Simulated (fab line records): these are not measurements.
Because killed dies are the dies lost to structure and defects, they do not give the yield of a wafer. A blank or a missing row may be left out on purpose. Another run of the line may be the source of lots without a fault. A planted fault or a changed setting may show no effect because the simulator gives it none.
Chamber matching :: flow nand_harc :: NHARC_A_WL_FILL_ALD_19 on ald_metal-03 has 4 sister chambers
The step deposits TiN, target thk 2 nm, pulse time 3 s, ald cycles 100. 14 wafers are shown with their chamber, then 7 later ones without.

## WAFERS WITH THEIR CHAMBER
wafer: L622.2
chamber: 0
heater_power_w (W): 1072
precursor_pulse_height_rel: 1.023

wafer: L622.4
chamber: 2
heater_power_w (W): 1125
precursor_pulse_height_rel: 1.004

wafer: L622.5
chamber: 3
heater_power_w (W): 1245
precursor_pulse_height_rel: 1.004

wafer: L629.1
chamber: 3
heater_power_w (W): 1231
precursor_pulse_height_rel: 1.004

wafer: L629.4
chamber: 2
heater_power_w (W): 1094
precursor_pulse_height_rel: 0.967

wafer: L629.6
chamber: 2
heater_power_w (W): 1092
precursor_pulse_height_rel: 0.991

wafer: L630.1
chamber: 1
heater_power_w (W): 1043
precursor_pulse_height_rel: 1.001

wafer: L630.2
chamber: 3
heater_power_w (W): 1235
precursor_pulse_height_rel: 1.045

wafer: L630.6
chamber: 0
heater_power_w (W): 1108
precursor_pulse_height_rel: 0.998

wafer: L632.1
chamber: 0
heater_power_w (W): 1112
precursor_pulse_height_rel: 1.047

wafer: L632.2
chamber: 1
heater_power_w (W): 1022
precursor_pulse_height_rel: 1.051

wafer: L632.4
chamber: 2
heater_power_w (W): 1136
precursor_pulse_height_rel: 0.978

wafer: L637.1
chamber: 0
heater_power_w (W): 1096
precursor_pulse_height_rel: 0.993

wafer: L637.4
chamber: 1
heater_power_w (W): 1007
precursor_pulse_height_rel: 0.992

SIGNATURES, as means of the wafers listed above
reading: heater_power_w
chamber 0: 1097.00
chamber 1: 1024.00
chamber 2: 1111.75
chamber 3: 1237.00
scatter within a chamber: 17.9

reading: precursor_pulse_height_rel
chamber 0: 1.01525
chamber 1: 1.01467
chamber 2: 0.98500
chamber 3: 1.01767
scatter within a chamber: 0.024
Rule: distance of a wafer from a chamber = root of the sum over the readings of ((wafer's reading minus chamber's mean) / reading's scatter) squared. The wafer belongs to the nearest chamber; if the next one is less than 2 further off, it can't be placed. How the scatter is found: for the shown wafers, subtract from each reading the mean of its chamber, square and add these, divide the total by (wafers less chambers), then take the root.

## WAFERS WITH NO CHAMBER GIVEN
wafer: L637.5
heater_power_w (W): 1104
precursor_pulse_height_rel: 1.029

wafer: L639.2
heater_power_w (W): 1258
precursor_pulse_height_rel: 1.049

wafer: L639.4
heater_power_w (W): 1258
precursor_pulse_height_rel: 0.995

wafer: L639.5
heater_power_w (W): 1088
precursor_pulse_height_rel: 0.979

wafer: L641.2
heater_power_w (W): 1106
precursor_pulse_height_rel: 0.989

wafer: L641.3
heater_power_w (W): 1069
precursor_pulse_height_rel: 1.016

wafer: L641.6
heater_power_w (W): 1094
precursor_pulse_height_rel: 0.970

## EACH ONE'S CHAMBER
wafer: L637.5
from the rows above: can't be placed: 0 or 2
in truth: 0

wafer: L639.2
from the rows above: 3
in truth: 3

wafer: L639.4
from the rows above: 3
in truth: 3

wafer: L639.5
from the rows above: can't be placed: 2 or 0
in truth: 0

wafer: L641.2
from the rows above: can't be placed: 2 or 0
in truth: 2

wafer: L641.3
from the rows above: can't be placed: 0 or 1 or 2
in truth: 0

wafer: L641.6
from the rows above: can't be placed: 2 or 0
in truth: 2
Placed correctly: 2 of 7. Cannot be placed on the basis of these rows: 5; the candidates contain the true chamber in 5. Placed wrongly: 0.
